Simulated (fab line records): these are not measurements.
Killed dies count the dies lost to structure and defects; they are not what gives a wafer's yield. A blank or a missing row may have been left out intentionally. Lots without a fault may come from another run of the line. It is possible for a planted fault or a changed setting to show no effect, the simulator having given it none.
Problem report, 8D (eight disciplines) form, completed by code | flow n5_finfet | the parts of the form that need people (team, actions taken, sign-off) are left out

## 1. PROBLEM STATEMENT
time_to_endpoint_s at N5_BEOL_M3_CMP_52 reads a mean of 30.2 s on 4 wafers of 3 lots; wafers without a fault read 62.2 s with a standard deviation of 2.9. Relative to the usual mean, that is a shift of -11 standard deviations.
The step: polishes, stops on SiOC, t overpolish 6.8 s, target thk 40 nm.
Seen first at day 11 18:22 on cmp-03, wafer L943.5. The record has a number at this step for 30 wafers belonging to 11 lots. By rule, "out" or "out of limits" means more than 4 standard deviations away from the usual mean. Any other wafer with a number is counted as sound.

## 2. WHAT IT IS; WHAT IT IS NOT
question                    | is                             | is not
which readings at this step | time_to_endpoint_s             | motor_current_A, platen_rpm
which lots                  | L943, L945, L946               | L928, L929, L931, L934, L935, L936, L938, L944
which wafers of those lots  | L943.5, L943.6, L945.6, L946.6 | L945.2, L946.2
read on which tools         | cmp-01, cmp-03                 | cmp-04
when                        | from day 11 18:22              | up to then (24 sound wafers); but 2 sound wafers of L945, L946 came after

## 3. THE SUSPECTS, EACH WITH WHAT RULES IT OUT
Counting: if a tool at a process step up to the reading ran every lot that is out, it stays a suspect. Sound lots after the first of them don't rule it out here, since some wafers of a struck lot are sound.
- ecd_cu-01 at N5_BEOL_M3_ECD_50 (material Cu, target thk 300 nm): kept. Ran every lot that is out, first one L943 (day 11 17:52); last sound lot up to then L944 (day 11 14:10).
- rtp_anneal-02 at N5_BEOL_M3_ANNEAL_51 (time 90 s): kept. Ran every lot that is out, first one L943 (day 11 18:05); last sound lot up to then L944 (day 11 14:15).
Left after counting: ecd_cu-01 at N5_BEOL_M3_ECD_50, rtp_anneal-02 at N5_BEOL_M3_ANNEAL_51.

## 4. THE CAUSE (what the simulator had put in)
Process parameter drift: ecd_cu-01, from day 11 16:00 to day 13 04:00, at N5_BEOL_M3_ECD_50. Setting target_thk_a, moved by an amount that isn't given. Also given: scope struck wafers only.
Of the 2 suspects that counting leaves, this tool is one.

## 5. THE EFFECT CHAIN, in route order
Rows list readings where the struck wafers' mean (over those with a number) sits beyond 3 standard deviations from the usual. Only readings for which the record gives a usual standard deviation are gone through. hours: the time from each lot's start at the first step in this table that gives one to its start at this step, as a median over the lots. sigmas: the change in usual standard deviations.
hours | step              | reading            | usual  | on struck wafers | change | sigmas
0     | N5_BEOL_M3_CMP_52 | time_to_endpoint_s | 62.2 s | 30.2             | -32.0  | -11
The process steps in it:
- N5_BEOL_M3_CMP_52: polishes, stops on SiOC, t overpolish 6.8 s, target thk 40 nm.
Later steps that measure or inspect, where all struck wafers having a row at the step show a number for every such reading and not one has moved that far: N5_BEOL_M4_RC_MEAS_101.

## 6. WHAT WOULD HAVE CAUGHT IT SOONER
In this record no reading fell out of limits until day 11 18:22, 2 hours after the fault had begun at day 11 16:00.
L946, L945, from the lots that are out (3), started N5_BEOL_M3_ECD_50 on ecd_cu-01 later than day 11 18:22. A hold on the tool at that time would have spared those 2.
